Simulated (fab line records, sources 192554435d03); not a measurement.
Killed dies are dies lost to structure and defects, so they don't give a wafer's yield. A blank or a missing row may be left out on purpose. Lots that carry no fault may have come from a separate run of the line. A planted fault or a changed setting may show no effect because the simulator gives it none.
Matching of chambers    flow n5_finfet    ald_metal-03 running N5_BEOL_M2_ALD_84: 4 sister chambers
The step deposits TaN, pulse time 2 s, purge time 3 s, co reactant purge time 2 s. 8 wafers are shown with their chamber, then 7 later ones without.

## WAFERS, EACH WITH ITS CHAMBER
wafer   chamber  heater_power_w (W)
L079.1  1        505
L084.1  2        443
L084.6  0        340
L085.1  3        368
L085.2  1        495
L085.3  2        436
L088.3  3        378
L088.4  0        340

## WAFERS WITHOUT THEIR CHAMBER
wafer   heater_power_w (W)
L088.5  501
L089.2  339
L089.4  454
L089.5  379
L091.1  368
L091.5  344
L091.6  368

## THE CHAMBER EACH PASSED THROUGH
wafer   from the rows above  in truth
L088.5  1                    1
L089.2  0                    0
L089.4  2                    2
L089.5  3                    3
L091.1  3                    3
L091.5  0                    0
L091.6  3                    3
7 of 7 placed correctly. Number that these rows cannot place: 0. Placed wrongly: 0.
How it was worked out, from the rows above alone: a wafer's distance from a chamber is the root of the sum, over the readings, of the square of ((its reading less the chamber's mean) divided by the reading's scatter). If the next closest chamber is less than 2 further off than the closest, the wafer can't be placed; otherwise it belongs to the closest. A chamber's mean is the mean of its shown wafers. How the scatter is found: for the shown wafers, subtract from each reading the mean of its chamber, square and add these, divide the total by (wafers less chambers), then take the root.
